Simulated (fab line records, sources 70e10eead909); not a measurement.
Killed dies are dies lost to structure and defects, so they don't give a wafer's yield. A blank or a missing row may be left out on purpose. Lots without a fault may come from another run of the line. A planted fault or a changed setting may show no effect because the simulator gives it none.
Which tool did it? | flow nand_harc | 11 lots, 33 wafers sampled, at 6 steps of a route of 1159

WHAT THE GAUGES READ, wafer by wafer
NHARC_A_SGD_CUT_INSPECT_25.
lot  | measured     | on                | raw_defect_count
L801 | day 13 12:02 | defect_inspect-02 | 238 274 288
L802 | day 14 02:47 | defect_inspect-01 | 210 317 583
L806 | day 15 10:31 | defect_inspect-02 | 258 449 396
L808 | day 15 10:36 | defect_inspect-02 | 405 243 290
L810 | day 16 06:30 | defect_inspect-01 | 462 262 222
L814 | day 17 00:53 | defect_inspect-01 | 467 320 368
L818 | day 18 10:50 | defect_inspect-02 | 1173 1274 1086
L821 | day 19 08:58 | defect_inspect-01 | 1204 1166 1213
L824 | day 19 08:57 | defect_inspect-02 | 242 279 289
L823 | day 19 13:01 | defect_inspect-02 | 259 354 398
L822 | day 19 16:35 | defect_inspect-02 | 420 506 280

NHARC_A_SLIT_OVL_MEAS_10.
lot  | measured     | on         | overlay_x_nm (nm) | overlay_y_nm (nm)
L801 | day 13 19:03 | overlay-02 | 0.4 0.7 0.1       | -0.5 0.1 -0.9
L802 | day 14 06:17 | overlay-02 | -0.4 -0.5 -0.6    | 2.7 1.9 1.1
L806 | day 15 13:38 | overlay-01 | 0.3 0.5 0.1       | 0.5 1.4 0.6
L808 | day 15 14:20 | overlay-01 | 0.6 0.8 0.4       | 0.9 0.7 0.6
L810 | day 16 11:50 | overlay-01 | -0.2 0.3 -0.6     | 0.9 0.7 0.7
L814 | day 17 05:08 | overlay-01 | 2.0 2.0 2.0       | -0.5 -0.6 -0.1
L818 | day 18 15:28 | overlay-02 | -0.3 0.0 -0.4     | -0.3 0.2 -0.5
L821 | day 19 12:16 | overlay-01 | -0.7 -1.0 -0.8    | -0.7 -0.9 -0.8
L824 | day 19 12:07 | overlay-02 | -0.3 -0.5 -0.3    | -0.1 0.2 -0.3
L823 | day 19 16:25 | overlay-02 | -0.6 -0.2 -0.8    | 1.0 0.9 1.5
L822 | day 19 19:50 | overlay-01 | -0.1 -0.5 0.0     | -0.1 -0.3 -0.1

NHARC_END_SORT_01.
lot  | measured     | on        | killed_at_array | killed_at_other | killed_at_periphery | killed_dies | killed_open | killed_short
L818 | day 23 19:41 | prober-02 | 71 89 78        | 1 1 1           | 3 3 0               | 75 93 79    | 3 4 3       | 1 5 1
L821 | day 25 00:32 | prober-02 | 108 128 99      | 0 0 0           | 5 2 2               | 113 130 101 | 3 4 4       | 2 4 2

WHICH TOOL RAN EACH LOT (tool, then ch and the chambers of the sampled wafers, then the start)
lot  | NHARC_A_STAIRCASE_DESCUM_443       | NHARC_A_SGD_CUT_ETCHBACK_24        | NHARC_A_SLIT_ETCH_15
L801 | rie_diel-06 ch 1,2,3, day 13 01:46 | rie_diel-10 ch 0,1,2, day 13 11:48 | rie_diel-04 ch 0,1,3, no start
L802 | rie_diel-06 ch 0,1,2, day 13 14:26 | rie_diel-07 ch 1,3, day 14 02:32   | rie_diel-12 ch 0,1,3, no start
L806 | rie_diel-06 ch 0,3, day 14 22:07   | rie_diel-11 ch 0,1,2, day 15 10:16 | rie_diel-04 ch 0,1,3, no start
L808 | rie_diel-06 ch 1,2,3, day 14 23:39 | rie_diel-07 ch 0,1,2, day 15 10:17 | rie_diel-09 ch 1,2,3, no start
L810 | rie_diel-13 ch 0,2, day 15 18:15   | rie_diel-07 ch 1,3, day 16 06:16   | rie_diel-09 ch 0,1, no start
L814 | rie_diel-02 ch 2,3, day 16 12:40   | rie_diel-07 ch 0,1,3, day 17 00:40 | rie_diel-12 ch 1,2, no start
L818 | rie_diel-02 ch 1,2,3, day 17 19:58 | rie_diel-07 ch 2,3, day 18 10:35   | rie_diel-12 ch 0,1, day 23 19:41 or earlier
L821 | rie_diel-13 ch 0,3, day 18 18:49   | rie_diel-07 ch 2,3, day 19 08:41   | rie_diel-04 ch 0,3, day 25 00:32 or earlier
L824 | rie_diel-02 ch 0,1,3, day 18 18:59 | rie_diel-10 ch 1,2,3, day 19 08:43 | rie_diel-09 ch 0,3, no start
L823 | rie_diel-06 ch 0,1, day 18 23:26   | rie_diel-10 ch 0,2, day 19 12:47   | rie_diel-04 ch 0,2,3, no start
L822 | rie_diel-13 ch 0,1,3, day 19 04:22 | rie_diel-11 ch 2,3, day 19 16:21   | rie_diel-04 ch 0,2,3, no start
- NHARC_A_STAIRCASE_DESCUM_443: chemistry O2, time 3 s.
- NHARC_A_SGD_CUT_ETCHBACK_24: etches the open film in CH3F/O2, target depth 50 nm, time 92.857 s.
- NHARC_A_SLIT_ETCH_15: etches the open film in O2/COS, target depth 3200 nm, time 832 s.

WHAT THE TOOLS THEMSELVES READ (means of the sampled wafers that have a number; where no wafer has one, the mark that the record gives instead)
NHARC_A_STAIRCASE_DESCUM_443.
lot  | tool        | drypump_motor_current_A (A) | oes_product_au (a.u.) | rf_vpp_V (V) | showerhead_plenum_p_Torr (Torr) | throttle_valve_pct (%)
L801 | rie_diel-06 | 5.8                         | 1.009                 | 56.8         | 1.93                            | 11.320
L802 | rie_diel-06 | 5.5                         | 0.994                 | 58.5         | 1.95                            | 11.317
L806 | rie_diel-06 | 5.7                         | 0.994                 | 56.3         | 1.80                            | 11.309
L808 | rie_diel-06 | 5.8                         | 1.002                 | 58.0         | 1.92                            | 11.302
L810 | rie_diel-13 | 5.5                         | 0.996                 | 58.1         | 1.83                            | 11.312
L814 | rie_diel-02 | 5.5                         | 1.007                 | 58.4         | 1.98                            | 11.306
L818 | rie_diel-02 | 5.8                         | 1.017                 | 58.3         | 1.95                            | 11.319
L821 | rie_diel-13 | 5.3                         | 1.000                 | 56.6         | 1.85                            | 11.308
L824 | rie_diel-02 | 6.0                         | 1.009                 | 56.9         | 1.87                            | 11.314
L823 | rie_diel-06 | 5.4                         | 1.012                 | 56.3         | 1.86                            | 11.310
L822 | rie_diel-13 | 5.5                         | 1.007                 | 56.9         | 1.88                            | 11.315

NHARC_A_SGD_CUT_ETCHBACK_24.
lot  | tool        | drypump_motor_current_A (A) | oes_product_au (a.u.) | rf_vpp_V (V) | showerhead_plenum_p_Torr (Torr) | throttle_valve_pct (%)
L801 | rie_diel-10 | 5.3                         | 1.00                  | 245.4        | 2.54                            | 20.667
L802 | rie_diel-07 | 5.2                         | 0.93                  | 244.8        | 2.45                            | 20.657
L806 | rie_diel-11 | 6.0                         | 0.92                  | 244.0        | 2.44                            | 20.664
L808 | rie_diel-07 | 5.5                         | 1.00                  | 243.4        | 2.43                            | 20.664
L810 | rie_diel-07 | 5.2                         | 1.00                  | 244.3        | 2.45                            | 20.652
L814 | rie_diel-07 | 5.5                         | 0.93                  | 243.8        | 2.46                            | 20.662
L818 | rie_diel-07 | 5.3                         | 1.01                  | 244.4        | 2.45                            | 20.665
L821 | rie_diel-07 | 5.3                         | 0.99                  | 244.1        | 2.45                            | 20.659
L824 | rie_diel-10 | 5.5                         | 0.92                  | 243.7        | 2.45                            | 20.662
L823 | rie_diel-10 | 5.3                         | 1.00                  | 245.2        | 2.53                            | 20.667
L822 | rie_diel-11 | 5.8                         | 0.99                  | 244.6        | 2.52                            | 20.663

NHARC_A_SLIT_ETCH_15.
lot  | tool        | drypump_motor_current_A (A) | oes_product_au (a.u.) | rf_vpp_V (V) | showerhead_plenum_p_Torr (Torr) | throttle_valve_pct (%)
L801 | rie_diel-04 | 5.76                        | 1.003                 | 313.5        | 3.05                            | 28.325
L802 | rie_diel-12 | 5.61                        | 0.986                 | 315.8        | 3.24                            | 28.332
L806 | rie_diel-04 | 5.74                        | 0.996                 | 313.3        | 3.05                            | 28.334
L808 | rie_diel-09 | 5.95                        | 0.988                 | 313.8        | 3.10                            | 28.327
L810 | rie_diel-09 | 5.61                        | 0.997                 | 314.4        | 3.15                            | 28.326
L814 | rie_diel-12 | 5.31                        | 1.002                 | 316.7        | 3.30                            | 28.325
L818 | rie_diel-12 | 5.54                        | 1.017                 | 314.6        | 3.13                            | 28.325
L821 | rie_diel-04 | 5.60                        | 1.007                 | 313.7        | 3.02                            | 28.338
L824 | rie_diel-09 | 5.80                        | 0.996                 | 315.7        | 3.24                            | 28.332
L823 | rie_diel-04 | 5.56                        | 1.006                 | 312.5        | 3.01                            | 28.333
L822 | rie_diel-04 | 5.55                        | 0.996                 | 312.6        | 3.01                            | 28.326

THE ANSWER, worked out from the rows above alone
Rule: what is usual is taken from the lots themselves. Put in order of their means at a reading, lots are off if they are a third of the lots or fewer, leave a main group of 4 or more, and stand apart from it by a gap of 3 or more times the standard deviation of the main group's means; of several such gaps the widest counts. A main group whose means are all the same, to the digits that the tables above print for the reading, isn't used. A lot without any number at a reading at which 4 lots or more have one is off too. The other lots that the step has rows for count as sound. The gauges are gone through in route order, then the tools' own readings, and for those a lot's mean is taken as printed above. The first step at which some lot is off is used, and at that step the reading that is off furthest; a lot without a number counts as furthest.
Off: L818, L821, at NHARC_A_SGD_CUT_INSPECT_25 (raw_defect_count). The main group: mean 336, standard deviation 46.
A tool fits if, at a process step before that reading, it ran every lot that is off, and no sound lot after the first of them. The gauges at NHARC_A_SGD_CUT_INSPECT_25 are tried like those tools. One fits: rie_diel-07 at NHARC_A_SGD_CUT_ETCHBACK_24. Its last sound lot is L814 (day 17 00:40), its first lot that is off L818 (day 18 10:35): a fault that began between those two fits.

WHAT THE SIMULATOR HAD PUT IN
Chamber particle source: rie_diel-07, from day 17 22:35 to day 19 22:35, at NHARC_A_SGD_CUT_ETCHBACK_24. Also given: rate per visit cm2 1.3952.
Lots struck among those shown: L818, L821. The rule above found the same.
